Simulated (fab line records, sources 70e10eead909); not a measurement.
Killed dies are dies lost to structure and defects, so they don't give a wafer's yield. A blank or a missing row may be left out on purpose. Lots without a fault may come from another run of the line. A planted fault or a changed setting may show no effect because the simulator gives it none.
fab line records | flow nand_harc
record lots=12 wafers=36 last_day=24
route steps=1159 shown A_M1@1048 A_BONDPAD@1060 END@1159
lots that met no fault: from a run of the same line without faults
start_h: hours from the record's first day to the start of the lot's first wafer shown | wait_h: hours since the lot's step before | " the same as in the row above | L1.1+2: a row that stands for several wafers | - no value, or no start given | * or withheld: withheld | < > ~ a bound
route shown NAME@n: a module of which the file shows steps, and the number in the route of the first | usual: mean/standard deviation of fault-free wafers | same: alike in all rows | chamber/n: place in a boat | sites: the reading at each site | _std_site: their standard deviation | _edge_site: outer sites' mean less inner sites' | radius_mm: how far each site lies from the wafer's centre | mask NAME#n: copy n | behind: the tool/chamber that last shaped the wafer | hold: why the lot was held/for how many hours/how that ended | device: the transistor (n, p or np) that didn't switch | end of line: the same wafers' tests at the end of the route | a step without rows: its recipe alone | killed: dies lost to structure and defects at the first sort, not the wafer's yield | map: a wafer's dies, x killed, . not, _ none there
set.NAME: the setting as run; set.NAME@STEP: as run at that earlier step | model.NAME: the simulator's own value behind a step, which no gauge read
steps of the route over a sample of lots; a table a step, a row a wafer
services: from which hour (start_h, from the record's first day; less than 0 if before it) a tool's chamber was out of use, for how many hours, and why
## steps
# step NHARC_A_M1_PVD_20
# recipe target_thk_a=50 bias_v=168.6 power_w=15000 chamber_pressure_pa=0.12 time_s=8.06 substrate_temp_c=50 material=TaN
# usual substrate_temp_c=49.99/0.12 throttle_valve_pct=29.6/1.3
# columns lot.wafer tool chamber start_h wait_h substrate_temp_c throttle_valve_pct
L771.3 pvd_sputter-03 - - - 50.02 30.8
L771.1 " - " " 49.79 29.6
L771.6 " - " " 49.90 29.9
L772.3 pvd_sputter-01 - - - 50.01 28.0
L772.2 " - " " 49.89 29.0
L772.5 " - " " 49.98 27.9
L774.3 pvd_sputter-03 - - - 49.83 29.6
L774.4 " - " " 49.77 28.4
L774.6 " - " " 49.90 29.8
L773.4 pvd_sputter-02 - - - 50.14 27.4
L773.2 " - " " 50.00 29.8
L773.6 " - " " 50.14 29.6
L776.4 pvd_sputter-02 - - - 49.87 31.9
L776.2 " - " " 50.26 27.5
L776.3 " - " " 50.02 29.6
L775.2 pvd_sputter-01 - - - 49.89 30.0
L775.4 " - " " 50.11 29.5
L775.5 " - " " 50.16 29.9
L777.2 pvd_sputter-03 - - - 50.05 30.3
L777.3 " - " " 49.95 28.5
L777.5 " - " " 50.12 30.5
L778.1 pvd_sputter-02 - - - 50.11 29.5
L778.3 " - " " 50.06 32.0
L778.5 " - " " 49.83 29.7
L787.2 pvd_sputter-02 - - - 50.04 27.3
L787.6 " - " " 50.12 27.5
L787.5 " - " " 50.24 29.7
L786.1 pvd_sputter-03 - - - 49.88 29.8
L786.3 " - " " 50.00 27.0
L786.6 " - " " 49.98 29.7
L785.4 pvd_sputter-03 - - - 49.82 29.7
L785.2 " - " " 49.97 29.7
L785.5 " - " " 49.96 29.4
L791.1 pvd_sputter-03 - - - 50.06 30.6
L791.2 " - " " 50.22 29.6
L791.4 " - " " 50.07 27.2
# step NHARC_A_M1_THK_MEAS_24
# recipe thk_meas_gauge=xrf
# usual thk_nm=153.6/1.8
# columns lot.wafer tool chamber start_h wait_h thk_nm
L771.1 film_metro-02 - 415.44 - 155.4
L771.3 " - " " 154.8
L771.6 " - " " 158.9
L772.2 film_metro-01 - 419.16 - 154.9
L772.3 " - " " 156.7
L772.5 " - " " 154.1
L774.3 film_metro-02 - 420.54 - 155.0
L774.4 " - " " 152.5
L774.6 " - " " 152.3
L773.2 film_metro-02 - 421.76 - 154.7
L773.4 " - " " 154.4
L773.6 " - " " 152.8
L776.2 film_metro-02 - 439.95 - 153.4
L776.3 " - " " 154.2
L776.4 " - " " 155.8
L775.2 film_metro-01 - 443.64 - 153.0
L775.4 " - " " 149.9
L775.5 " - " " 153.2
L777.2 film_metro-01 - 444.63 - 152.5
L777.3 " - " " 151.1
L777.5 " - " " 153.0
L778.1 film_metro-01 - 447.21 - 151.9
L778.3 " - " " 152.9
L778.5 " - " " 153.1
L787.2 film_metro-01 - 517.62 - 154.2
L787.5 " - " " 153.4
L787.6 " - " " 153.7
L786.1 film_metro-02 - 517.77 - 152.2
L786.3 " - " " 149.8
L786.6 " - " " 152.1
L785.2 film_metro-01 - 520.21 - 153.5
L785.4 " - " " 154.0
L785.5 " - " " 153.5
L791.1 film_metro-01 - 527.19 - 153.7
L791.2 " - " " 154.1
L791.4 " - " " 152.8
# step NHARC_A_BONDPAD_CMP_29
# recipe target_thk_nm=200 material=SiCN
# usual motor_current_A=12.0/1.2
# columns lot.wafer tool chamber start_h wait_h motor_current_A
L771.3 cmp-03 0 417.18 0.4 10.6
L771.1 " 2 " " 11.4
L771.6 " 3 " " 11.5
L772.2 cmp-01 1 420.49 - 9.5
L772.3 " 2 " " 10.3
L772.5 " 3 " " 13.0
L774.4 cmp-03 2 422.50 - 10.6
L774.3 " 3 " " 11.7
L774.6 " 3 " " 11.2
L773.4 cmp-01 3 423.24 - 13.1
L773.2 " 1 " " 9.7
L773.6 " 2 " " 10.5
L776.2 cmp-01 1 441.48 - 9.7
L776.3 " 2 " " 10.7
L776.4 " 3 " " 13.6
L775.2 cmp-04 2 444.99 - 12.4
L775.4 " 3 " " 14.4
L775.5 " 1 " " 13.1
L777.3 cmp-04 0 445.95 - 13.0
L777.2 " 2 " " 12.2
L777.5 " 3 " " 14.2
L778.3 cmp-03 1 448.51 - 12.2
L778.1 " 0 " " 10.8
L778.5 " 2 " " 11.4
L787.2 cmp-03 1 519.17 - 12.6
L787.6 " 3 " " 11.1
L787.5 " 0 " " 10.3
L786.3 cmp-01 0 519.77 - 11.6
L786.1 " 1 " " 9.4
L786.6 " 0 " " 11.6
L785.4 cmp-03 0 522.45 - 10.9
L785.2 " 2 " " 11.4
L785.5 " 1 " " 12.6
L791.4 cmp-03 1 528.48 - 12.3
L791.1 " 2 " " 10.8
L791.2 " 3 " " 11.5
# step NHARC_A_BONDPAD_ETCH_24
# recipe target_depth_a=300 over_etch_frac=0.3 time_s=72.99 ion_energy_ev=150 cf4_flow_sccm=50 n2_flow_sccm=100 ar_flow_sccm=150 rf_w=300 bias_w=100 chemistry=CF4/N2
# usual drypump_motor_current_A=5.6/0.44 oes_product_au=1.007/0.01 rf_vpp_V=314.9/1.8 showerhead_plenum_p_Torr=2.68/0.087 throttle_valve_pct=19.795/0.0091
# same over_etch_frac=0.3
# columns lot.wafer tool chamber start_h wait_h drypump_motor_current_A oes_product_au rf_hours_counter_h rf_vpp_V showerhead_plenum_p_Torr throttle_valve_pct
L771.3 rie_diel-07 1 418.90 - 6.2 1.002 1 312.9 2.57 19.800
L771.1 " 2 " " 5.5 1.007 1 311.3 2.47 19.796
L771.6 " 3 " " 6.0 0.998 - 313.8 2.64 19.784
L772.2 rie_diel-07 0 422.01 - 6.3 0.988 1 317.2 2.73 19.783
L772.3 " 1 " " 6.2 1.004 1 311.9 2.57 19.795
L772.5 " 0 " " 6.3 0.983 - 315.8 2.73 19.802
L774.4 rie_diel-10 1 424.10 - 5.7 1.013 19 314.4 2.64 19.794
L774.3 " 3 " " 5.0 0.998 21 317.7 2.80 19.805
L774.6 " 1 " " 5.8 1.014 - 314.2 2.64 19.801
L773.2 rie_diel-07 2 424.86 - 5.5 1.017 2 311.5 2.47 19.775
L773.4 " 0 " " 6.3 0.993 2 316.7 2.72 19.806
L773.6 " 2 " " 5.5 1.021 - 309.5 2.47 19.780
L776.4 rie_diel-07 2 443.03 - 5.5 1.018 5 311.2 2.47 19.788
L776.2 " 3 " " 6.0 1.010 5 313.2 2.64 19.813
L776.3 " 0 " " 6.3 0.993 5 316.3 2.72 19.804
L775.4 rie_diel-06 2 446.52 - 5.4 1.009 1 318.0 2.81 19.802
L775.2 " 3 " " 6.0 1.001 1 315.9 2.66 19.783
L775.5 " 2 " " 5.4 1.015 - 315.0 2.81 19.796
L777.2 rie_diel-06 0 447.53 - 5.0 0.999 1 313.5 2.65 19.806
L777.3 " 1 " " 5.3 0.995 1 315.3 2.69 19.792
L777.5 " 0 " " 5.0 0.987 - 316.6 2.65 19.799
L778.1 rie_diel-06 3 450.09 - 6.0 1.005 1 315.4 2.66 19.795
L778.3 " 0 " " 5.0 1.003 1 314.5 2.65 19.812
L778.5 " 2 " " 5.3 1.017 - 317.1 2.81 19.795
L787.2 rie_diel-10 1 520.98 - 5.8 1.015 53 313.1 2.63 19.804
L787.6 " 2 " " 6.6 1.008 - 315.8 2.78 19.794
L787.5 " 3 " " 5.0 0.997 - 317.8 2.78 19.795
L786.1 rie_diel-06 1 521.39 0.1 5.3 1.009 4 315.7 2.69 19.794
L786.3 " 0 " " 5.0 1.016 3 314.3 2.65 19.765
L786.6 " 0 " " 5.0 0.862 - 313.7 2.65 19.791
L785.2 rie_diel-06 3 524.07 - 6.0 1.020 4 315.7 2.66 19.804
L785.4 " 0 " " 5.0 1.012 3 313.8 2.65 19.788
L785.5 " 2 " " 5.4 0.877 - 316.3 2.81 19.794
L791.1 rie_diel-07 3 530.02 - 6.0 0.997 24 315.6 2.63 19.803
L791.4 " 0 " " 6.3 0.985 20 314.8 2.72 19.790
L791.2 " 2 " " 5.5 1.030 20 311.9 2.47 19.792
# step NHARC_END_SORT_01
# recipe temp_c=25
# usual defect_limited_yield=95.0/1.6 killed_at_array=30/10 killed_at_other=0.5/0.82 killed_at_periphery=2.9/2 killed_dies=34/11 killed_open=3.2/1.8 killed_short=2.0/1.4 sort_bin_2_pct=1.5/0.68 sort_bin_3_pct=0.28/0.21 sort_bin_4_pct=3.1/0.97 sort_bin_6_pct=0.00/0.012 sort_n_pass=643/11 sort_rim_yield_pct=94.6/2.9 sort_yield_pct=95.0/1.6
# same gross_dies=677 sort_bin_5_pct[%]=0 sort_bin_7_pct[%]=0 sort_bin_8_pct[%]=0 sort_rim_n_gross=106.00
# columns lot.wafer tool chamber start_h wait_h defect_limited_yield[%] killed_at_array killed_at_other killed_at_periphery killed_dies killed_open killed_short sort_bin_2_pct[%] sort_bin_3_pct[%] sort_bin_4_pct[%] sort_bin_6_pct[%] sort_n_pass sort_rim_yield_pct[%] sort_yield_pct[%]
L771.1 prober-01 0 450.54 2.5 95.0 32 0 2 34 1 2 1.6 0.44 3.0 0 643 95.3 95.0
L771.3 prober-01 0 452.17 3.1 95.1 31 0 2 33 2 4 1.2 0.30 3.4 0 644 96.2 95.1
L771.6 prober-01 0 454.61 4.1 95.3 29 0 3 32 2 5 1.5 0 3.2 0 645 90.6 95.3
L772.2 prober-01 0 459.27 2.8 96.0 26 0 1 27 4 2 1.5 0.15 2.4 0 650 96.2 96.0
L772.3 prober-01 0 460.06 3.1 96.3 22 2 1 25 1 1 0.7 0.30 2.7 0 652 99.1 96.3
L772.5 prober-01 0 461.64 3.7 96.2 24 1 1 26 4 2 1.5 0 2.4 0 651 96.2 96.2
L773.2 prober-02 0 466.84 2.8 97.9 14 0 0 14 6 0 1.0 0 1.0 0 663 98.1 97.9
L773.4 prober-02 0 468.42 3.4 97.0 18 0 2 20 4 1 0.9 0.30 1.8 0 657 94.3 97.0
L773.6 prober-02 0 470.01 4.0 98.4 10 0 1 11 4 1 0.4 0 1.2 0 666 100.0 98.4
L775.2 prober-01 0 474.89 2.8 95.3 29 0 3 32 4 1 1.3 0.59 2.8 0 645 99.1 95.3
L775.4 prober-01 0 476.48 3.4 95.3 30 0 2 32 2 3 1.0 0.30 3.4 0 645 94.3 95.3
L775.5 prober-01 0 477.28 3.7 96.9 18 0 3 21 1 0 0.7 0 2.4 0 656 98.1 96.9
L787.2 prober-02 0 560.50 2.8 94.4 35 1 2 38 2 1 1.9 0.30 3.4 0 639 95.3 94.4
L787.5 prober-02 0 562.93 3.7 94.8 30 3 2 35 3 4 2.1 0.44 2.7 0 642 93.4 94.8
L787.6 prober-02 0 563.73 4.0 92.6 46 1 3 50 5 7 2.5 0.44 4.4 0 627 94.3 92.6
L791.1 prober-01 0 574.19 2.5 95.4 29 1 1 31 4 4 1.6 0.15 2.8 0 646 97.2 95.4
L791.2 prober-01 0 574.99 2.8 97.2 15 1 3 19 3 1 0.7 0.15 1.9 0 658 99.1 97.2
L791.4 prober-01 0 576.59 3.4 95.1 28 0 5 33 1 1 1.5 0.15 3.2 0 644 97.2 95.1
# killed by level:class
L771.1 A_SLIT:chamber_film_flake=15 A_CHANNEL_HOLE_D1:chamber_film_flake=10 A_STAIRCASE:chamber_film_flake=4 A_CHANNEL_FILL_D1:geometric_particle:short=1 P_M1:geometric_particle:short=1 A_WL_FILL:geometric_particle:open=1 P_BONDPAD:chamber_film_flake=1 A_CONTACT:chamber_film_flake=1
L771.3 A_SLIT:chamber_film_flake=12 A_CHANNEL_HOLE_D1:chamber_film_flake=8 A_STAIRCASE:chamber_film_flake=3 A_CHANNEL_FILL_D1:geometric_particle:short=2 A_CONTACT:chamber_film_flake=2 P_M0:geometric_particle:short=1 A_WL_FILL:geometric_particle:short=1 A_BLC:geometric_particle:open=1
L771.6 A_SLIT:chamber_film_flake=13 A_CHANNEL_HOLE_D1:chamber_film_flake=10 A_ONON_D1:geometric_particle:short=3 P_CONTACT:geometric_particle:open=1 P_CONTACT:geometric_particle:short=1 A_WL_FILL:geometric_particle:short=1 A_CONTACT:geometric_particle:open=1 P_BONDPAD:chamber_film_flake=1
L772.2 A_SLIT:chamber_film_flake=13 A_M1:geometric_particle:open=3 A_CONTACT:chamber_film_flake=3 A_CHANNEL_FILL_D1:chamber_film_flake=2 A_STAIRCASE:chamber_film_flake=2 P_CONTACT:geometric_particle:short=1 A_CHANNEL_FILL_D1:geometric_particle:short=1 A_CONTACT:geometric_particle:open=1
L772.3 A_SLIT:chamber_film_flake=12 A_SGD_CUT:chamber_film_flake=3 A_CONTACT:chamber_film_flake=3 P_GATE:geometric_particle:short=1 A_CHANNEL_HOLE_D1:chamber_film_flake=1 STARTING-WAFER:geometric_particle:open=1 A_CHANNEL_FILL_D1:chamber_film_flake=1 A_STAIRCASE:chamber_film_flake=1
L772.5 A_SLIT:chamber_film_flake=10 A_CHANNEL_FILL_D1:geometric_particle:short=2 A_M0:geometric_particle:open=2 A_CHANNEL_HOLE_D1:chamber_film_flake=2 A_CONTACT:chamber_film_flake=2 A_CHANNEL_FILL_D1:geometric_particle:open=1 A_CONTACT:geometric_particle:open=1 P_STI:chamber_film_flake=1
L773.2 A_CHANNEL_HOLE_D1:chamber_film_flake=3 A_CHANNEL_FILL_D1:chamber_film_flake=3 A_CONTACT:geometric_particle:open=2 A_M1:geometric_particle:open=2 A_STAIRCASE:chamber_film_flake=2 A_ONON_D1:geometric_particle:open=1 A_M0:geometric_particle:open=1
L773.4 A_CHANNEL_HOLE_D1:chamber_film_flake=6 A_M0:geometric_particle:open=2 A_STAIRCASE:chamber_film_flake=2 A_SGD_CUT:geometric_particle:short=1 A_WL_FILL:geometric_particle:open=1 A_CONTACT:geometric_particle:open=1 P_ZERO_WELL:chamber_film_flake=1 P_M2:chamber_film_flake=1
L773.6 A_STAIRCASE:chamber_film_flake=3 A_CONTACT:geometric_particle:open=2 A_CHANNEL_HOLE_D1:chamber_film_flake=2 P_STI:geometric_particle:short=1 A_CHANNEL_HOLE_D1:geometric_particle:open=1 A_CHANNEL_FILL_D1:geometric_particle:open=1 A_SLIT:chamber_film_flake=1
L775.2 A_STAIRCASE:chamber_film_flake=11 A_CHANNEL_HOLE_D1:chamber_film_flake=8 A_CONTACT:chamber_film_flake=3 A_CHANNEL_FILL_D1:geometric_particle:open=2 A_CONTACT:geometric_particle:open=2 A_CHANNEL_FILL_D1:chamber_film_flake=2 A_ONON_D1:geometric_particle:short=1 P_ZERO_WELL:chamber_film_flake=1
L775.4 A_STAIRCASE:chamber_film_flake=9 A_CONTACT:chamber_film_flake=7 A_CHANNEL_FILL_D1:chamber_film_flake=3 A_SGD_CUT:chamber_film_flake=3 A_CONTACT:geometric_particle:open=2 P_M0:chamber_film_flake=2 A_CHANNEL_HOLE_D1:chamber_film_flake=2 A_ONON_D1:geometric_particle:short=1
L775.5 A_CHANNEL_HOLE_D1:chamber_film_flake=7 A_STAIRCASE:chamber_film_flake=5 A_CONTACT:chamber_film_flake=4 P_M0:chamber_film_flake=2 P_M0:geometric_particle:open=1 A_ZERO_WELL:chamber_film_flake=1 A_CHANNEL_FILL_D1:chamber_film_flake=1
L787.2 A_CHANNEL_HOLE_D1:chamber_film_flake=16 A_SGD_CUT:chamber_film_flake=6 A_STAIRCASE:chamber_film_flake=4 A_CONTACT:chamber_film_flake=4 A_BLC:chamber_film_flake=3 P_M0:geometric_particle:open=1 P_M1:geometric_particle:open=1 A_CONTACT:geometric_particle:short=1
L787.5 A_CHANNEL_HOLE_D1:chamber_film_flake=14 A_SGD_CUT:chamber_film_flake=3 A_CONTACT:chamber_film_flake=3 A_CONTACT:geometric_particle:open=2 P_ZERO_WELL:chamber_film_flake=2 THIN_TSV:chamber_film_flake=2 A_SOURCE_PLATE:geometric_particle:short=1 A_CHANNEL_HOLE_D1:geometric_particle:short=1
L787.6 A_CHANNEL_HOLE_D1:chamber_film_flake=13 A_SGD_CUT:chamber_film_flake=7 A_CONTACT:chamber_film_flake=6 A_STAIRCASE:chamber_film_flake=4 A_BLC:chamber_film_flake=3 A_SGD_CUT:geometric_particle:short=2 A_M0:geometric_particle:open=2 P_GATE:geometric_particle:short=1
L791.1 A_CHANNEL_HOLE_D1:chamber_film_flake=12 A_CONTACT:chamber_film_flake=7 A_SGD_CUT:geometric_particle:short=2 A_CHANNEL_HOLE_D1:geometric_particle:open=1 A_CHANNEL_FILL_D1:geometric_particle:open=1 A_WL_FILL:geometric_particle:short=1 A_CONTACT:geometric_particle:open=1 A_CONTACT:geometric_particle:short=1
L791.2 A_CHANNEL_HOLE_D1:chamber_film_flake=7 A_CONTACT:chamber_film_flake=3 A_STAIRCASE:chamber_film_flake=2 P_CONTACT:geometric_particle:open=1 A_CHANNEL_HOLE_D1:geometric_particle:short=1 A_CHANNEL_FILL_D1:geometric_particle:open=1 A_CONTACT:geometric_particle:open=1 P_GATE:chamber_film_flake=1
L791.4 A_CHANNEL_HOLE_D1:chamber_film_flake=21 A_M0:chamber_film_flake=4 P_CONTACT:chamber_film_flake=2 P_GATE:geometric_particle:open=1 A_WL_FILL:geometric_particle:short=1 P_GATE:chamber_film_flake=1 P_M2:chamber_film_flake=1 A_CONTACT:chamber_film_flake=1
## services
# columns tool chamber start_h hours kind
pvd_sputter-02 - 392.00 10.0 pm
cmp-04 - 399.39 4.0 pm
rie_diel-07 0 399.53 2.7 repair
rie_diel-07 - 405.22 9.0 pm
rie_diel-06 - 418.20 9.0 pm
cmp-01 - 425.09 2.2 repair
rie_diel-07 1 431.74 1.5 repair
cmp-03 - 438.76 0.9 repair
cmp-03 - 450.00 4.0 pm
cmp-03 - 454.00 - consumable_replace:conditioner
cmp-01 - 454.98 1.2 repair
pvd_sputter-03 - 458.00 10.0 pm
rie_diel-10 3 460.06 4.1 repair
cmp-01 - 473.55 4.0 pm
pvd_sputter-02 - 478.67 1.3 repair
rie_diel-10 3 479.12 10.5 repair
rie_diel-10 0 485.28 9.0 repair
rie_diel-06 0 496.44 15.7 repair
cmp-04 - 497.39 4.0 pm
cmp-03 - 504.64 0.8 repair
cmp-03 - 505.97 3.2 repair
pvd_sputter-01 - 514.00 10.0 pm
rie_diel-06 2 517.61 4.1 repair
cmp-01 - 529.29 0.8 repair
## key
first_sign step=NHARC_A_BONDPAD_ETCH_24 reading=oes_product_au direction=down sigmas=13 usual=1.007 struck=0.870
effect none on later readings
met_at NHARC_A_BONDPAD_ETCH_24
struck_lots L785,L786
struck_wafers L785.5,L786.6
not_acting_at NHARC_A_M1_PVD_20,NHARC_A_M1_THK_MEAS_24,NHARC_A_BONDPAD_CMP_29
onset_between 450.09 521.39
fault kind=process_parameter_drift tool=rie_diel-06 chamber=- onset_h=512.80 steps=NHARC_A_BONDPAD_ETCH_24 channel=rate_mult offset=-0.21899 shape=step end_h=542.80 scope=struck_wafers_only
